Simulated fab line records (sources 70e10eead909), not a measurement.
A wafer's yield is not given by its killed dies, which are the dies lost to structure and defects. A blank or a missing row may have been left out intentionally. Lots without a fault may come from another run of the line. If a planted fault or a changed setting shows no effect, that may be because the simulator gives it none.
Matching of chambers	flow nand-harc	NHARC_A_CHANNEL_FILL_D1_ALD_14 on ald-hk-02: 4 sister chambers
The step deposits SiO2, target thk 2.5 nm, pulse time 10 s, ald cycles 25. 8 wafers are shown with their chamber, then 9 later ones without.

WAFERS, EACH WITH ITS CHAMBER
wafer	chamber	heater-power-w (W)	heater-power-outer-w (W)
L082.3	3	438	244
L082.4	1	437	252
L082.6	2	448	252
L083.4	1	434	245
L083.6	3	434	241
L081.1	2	441	261
L081.3	0	401	232
L081.6	0	419	243

WAFERS WHOSE CHAMBER IS MISSING
wafer	heater-power-w (W)	heater-power-outer-w (W)
L084.2	419	232
L084.3	438	256
L084.6	409	236
L089.1	437	244
L089.4	420	238
L089.5	444	252
L093.1	427	246
L093.2	444	244
L093.3	412	237

CHAMBER TAKEN BY EACH
wafer	from the rows above	in truth
L084.2	can't be placed: 0 or 3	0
L084.3	can't be placed: 2 or 1 or 3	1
L084.6	0	0
L089.1	can't be placed: 3 or 1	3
L089.4	can't be placed: 0 or 3 or 1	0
L089.5	can't be placed: 2 or 1 or 3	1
L093.1	can't be placed: 1 or 3 or 0 or 2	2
L093.2	can't be placed: 3 or 1 or 2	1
L093.3	0	0
Correctly placed: 2 of 9. From these rows, 7 cannot be placed; in 7 the true chamber is one of the candidates. Placed wrongly: 0.
How it was worked out, from the rows above alone: a wafer's distance from a chamber is the root of the sum, over the readings, of the square of ((its reading less the chamber's mean) divided by the reading's scatter). The wafer belongs to the nearest chamber; if the next one is less than 2 further off, it can't be placed. Each chamber's mean is taken over the wafers shown for it. How the scatter is found: for the shown wafers, subtract from each reading the mean of its chamber, square and add these, divide the total by (wafers less chambers), then take the root.
